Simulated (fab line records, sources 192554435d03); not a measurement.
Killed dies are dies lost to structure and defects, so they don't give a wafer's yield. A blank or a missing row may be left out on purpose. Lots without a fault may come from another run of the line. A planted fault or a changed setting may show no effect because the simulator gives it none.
Chamber matching | flow n5_finfet | N5_BEOL_M14_DESCUM_33 on rie_diel-04: 4 sister chambers
The step chemistry O2, time 7.9 s. 7 wafers are shown with their chamber, then 7 later ones without.

WAFERS WITH THEIR CHAMBER
wafer  | chamber | showerhead_plenum_p_Torr (Torr) | throttle_valve_pct (%)
L084.3 | 3       | 2.12                            | 20.54
L084.4 | 0       | 2.22                            | 20.51
L085.1 | 2       | 2.22                            | 20.19
L085.4 | 1       | 2.05                            | 20.18
L085.6 | 0       | 2.22                            | 20.51
L092.2 | 2       | 2.21                            | 20.19
L092.3 | 1       | 2.05                            | 20.20

WAFERS WITHOUT THEIR CHAMBER
wafer  | showerhead_plenum_p_Torr (Torr) | throttle_valve_pct (%)
L092.4 | 2.11                            | 20.55
L095.1 | 2.22                            | 20.53
L095.3 | 2.21                            | 20.22
L095.4 | 2.11                            | 20.56
L096.1 | 2.11                            | 20.58
L096.3 | 2.21                            | 20.53
L096.5 | 2.21                            | 20.24

WHICH CHAMBER EACH WENT THROUGH
wafer  | from the rows above | in truth
L092.4 | 3                   | 3
L095.1 | 0                   | 0
L095.3 | 2                   | 2
L095.4 | 3                   | 3
L096.1 | 3                   | 3
L096.3 | 0                   | 0
L096.5 | 2                   | 2
Placed correctly: 7 of 7. Can't be placed from these rows: 0. Placed wrongly: 0.
How it was worked out, from the rows above alone: a wafer's distance from a chamber is the root of the sum, over the readings, of the square of ((its reading less the chamber's mean) divided by the reading's scatter). The wafer belongs to the nearest chamber; if the next one is less than 2 further off, it can't be placed. A chamber's mean is the mean of its shown wafers. The scatter: the root of (the sum of the squares of (reading less its chamber's mean) over the shown wafers, divided by (wafers less chambers)).
